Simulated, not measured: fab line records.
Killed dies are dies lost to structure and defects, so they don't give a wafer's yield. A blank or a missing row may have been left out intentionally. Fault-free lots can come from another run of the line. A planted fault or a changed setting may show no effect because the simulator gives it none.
Matching of chambers / flow n5Finfet / 4 sister chambers for N5_BEOL_M0_SAQP_ALD_48 on aldSin-03
The step deposits SiO2, target thk 20 nm, pulse time 1 s, co reactant pulse time 1 s. 8 wafers are shown with their chamber, then 8 later ones without.

EACH WAFER AND ITS CHAMBER
wafer=L079.6; chamber=3; heaterPowerW (W)=76; susceptorTempC (C)=99.99
wafer=L082.1; chamber=2; heaterPowerW (W)=85; susceptorTempC (C)=99.92
wafer=L082.4; chamber=0; heaterPowerW (W)=83; susceptorTempC (C)=100.07
wafer=L082.6; chamber=1; heaterPowerW (W)=84; susceptorTempC (C)=99.99
wafer=L087.2; chamber=1; heaterPowerW (W)=80; susceptorTempC (C)=99.69
wafer=L087.3; chamber=3; heaterPowerW (W)=74; susceptorTempC (C)=100.10
wafer=L087.6; chamber=0; heaterPowerW (W)=85; susceptorTempC (C)=99.77
wafer=L092.2; chamber=2; heaterPowerW (W)=85; susceptorTempC (C)=99.93

WAFERS WITH NO CHAMBER GIVEN
wafer=L092.3; heaterPowerW (W)=73; susceptorTempC (C)=99.89
wafer=L092.6; heaterPowerW (W)=85; susceptorTempC (C)=100.00
wafer=L091.1; heaterPowerW (W)=84; susceptorTempC (C)=100.31
wafer=L091.2; heaterPowerW (W)=82; susceptorTempC (C)=99.80
wafer=L091.3; heaterPowerW (W)=74; susceptorTempC (C)=100.02
wafer=L095.2; heaterPowerW (W)=81; susceptorTempC (C)=100.05
wafer=L095.3; heaterPowerW (W)=83; susceptorTempC (C)=99.97
wafer=L095.5; heaterPowerW (W)=85; susceptorTempC (C)=100.06

CHAMBER TAKEN BY EACH
wafer=L092.3; from the rows above=3; in truth=3
wafer=L092.6; from the rows above=can't be placed: 2 or 0 or 1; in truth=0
wafer=L091.1; from the rows above=can't be placed: 0 or 2 or 1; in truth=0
wafer=L091.2; from the rows above=can't be placed: 1 or 0 or 2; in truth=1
wafer=L091.3; from the rows above=3; in truth=3
wafer=L095.2; from the rows above=can't be placed: 1 or 0 or 2 or 3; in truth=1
wafer=L095.3; from the rows above=can't be placed: 0 or 1 or 2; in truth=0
wafer=L095.5; from the rows above=can't be placed: 2 or 0 or 1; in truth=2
Correctly placed: 2 of 8. Unplaceable from these rows: 6, with the true chamber sitting among the candidates in 6. 0 placed wrongly.
How it was worked out, from the rows above alone: a wafer's distance from a chamber is the root of the sum, over the readings, of the square of ((its reading less the chamber's mean) divided by the reading's scatter). If the next closest chamber is less than 2 further off than the closest, the wafer can't be placed; otherwise it belongs to the closest. For every chamber, the mean is computed from those of its wafers that are shown. How the scatter is found: for the shown wafers, subtract from each reading the mean of its chamber, square and add these, divide the total by (wafers less chambers), then take the root.
